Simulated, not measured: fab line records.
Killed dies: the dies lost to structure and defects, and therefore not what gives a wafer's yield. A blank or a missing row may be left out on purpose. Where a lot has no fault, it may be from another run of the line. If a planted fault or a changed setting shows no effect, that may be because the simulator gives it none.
Split-lot study ; flow n5_finfet ; on a route of 1938 steps: 7 lots, 21 wafers read

## SPLIT DETAILS
At N5_BEOL_M0_SAQP_PECVD_97 (deposits SiNx from SiH4/NH3/N2, target thk 23 nm, time 19.9 s), the setting time_s was moved away from the recipe's 19.9 s on 10 of the 21 wafers read, by -10.5% to +13.9%. The other wafers ran this setting at the recipe's value.

The split's own step is where the reading is taken.

## THE READING
SiNx_of_BEOL_M0_SAQP_PECVD_97.thk_nm (the simulator's own value, which no gauge read), in nm, at N5_BEOL_M0_SAQP_PECVD_97 (deposits SiNx from SiH4/NH3/N2, target thk 23 nm, time 19.9 s). No usual value for it is given in the file. Here, 11 wafers ran the recipe; their average is 22.9 nm with a standard deviation of 0.32 nm.

wafer;tool, chamber at the split;time_s as run, s;against the recipe;SiNx_of_BEOL_M0_SAQP_PECVD_97.thk_nm, nm;against lot-mates on the recipe
L074.2;pecvd-02, 0;21.83;+9.7%;24.8;no lot-mate on the recipe
L074.5;pecvd-02, 0;21.83;+9.7%;25;no lot-mate on the recipe
L074.6;pecvd-02, 2;21.83;+9.7%;25.4;no lot-mate on the recipe
L076.2;pecvd-02, 0;17.82;-10.5%;20;-3.4
L076.3;pecvd-02, 2;17.82;-10.5%;20.4;-3.0
L076.5;pecvd-02, 2;19.9;recipe;23.4;-
L082.1;pecvd-04, 1;21.26;+6.8%;24.6;no lot-mate on the recipe
L082.3;pecvd-04, 2;21.26;+6.8%;24.4;no lot-mate on the recipe
L082.6;pecvd-04, 1;21.26;+6.8%;24.8;no lot-mate on the recipe
L083.1;pecvd-04, 2,1;19.9;recipe;23;-
L083.2;pecvd-04, 2,1;19.9;recipe;23;-
L083.6;pecvd-04, 2;19.9;recipe;23.2;-
L084.1;pecvd-02, 2;19.9;recipe;23;-
L084.5;pecvd-02, 0;19.9;recipe;23.2;-
L084.6;pecvd-02, 1;19.9;recipe;22.8;-
L085.2;pecvd-04, 2;22.48;+13.0%;25.2;+2.5
L085.3;pecvd-04, 1;19.9;recipe;22.6;-
L085.6;pecvd-04, 1;19.9;recipe;22.8;-
L086.1;pecvd-04, 2;22.67;+13.9%;25.4;+3.0
L086.2;pecvd-04, 0;19.9;recipe;22.2;-
L086.3;pecvd-04, 1;19.9;recipe;22.6;-
The file does not say which wafer passed through which chamber wherever a row lists several chambers: such a row stands for several wafers.

FIT RESULTS
A straight line over all 21 wafers: SiNx_of_BEOL_M0_SAQP_PECVD_97.thk_nm changes by +0.222 nm for each +1% of time_s; r = +0.97; the points scatter about the line by 0.36 nm.
The same after taking each lot's own level away (the mean of its wafers on the recipe; 15 wafers): +0.245 nm for each +1%; r = +0.98; scatter 0.32 nm.
On that fit, the largest move of time_s shifts the reading by 3.4 nm.
Across the lots, their own levels run from 22.40 to 23.40 nm, a range of 3.1 times the standard deviation given above.
Hence the lot-to-lot level has little effect on the slope; both slopes agree.
Check: with one of the wafers moved furthest among these (+13.9%) left out of the fit, the line predicts +3.4 nm for it against its lot-mates. It came out at +3 nm against them.

## THE OTHER SPLITS THESE WAFERS WENT THROUGH
Note: prior to the reading, these wafers also went through further splits. Each is held against what the fit with the lots' levels taken away leaves over:
other split on the same wafers;wafers away from the commonest value;r with SiNx_of_BEOL_M0_SAQP_PECVD_97.thk_nm (lot level and that fit taken away)
N5_SD_EPI_N_DEVELOP_08 develop_time_s;9;-0.38
N5_SDB_ALD_29 ald_cycles;7;+0.18
N5_HKMG_FIN_PEB_10 peb_time_s;4;+0.32
N5_HKMG_FIN_ETCH_35 source_w;7;+0.09
N5_MOL_CONTACT_COAG_COAT_64 spin_rpm;7;+0.05

## FILE'S OWN FIT
SiNx_of_BEOL_M0_SAQP_PECVD_97.thk_nm changes by +0.228 nm for each +1% of time_s, r = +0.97.
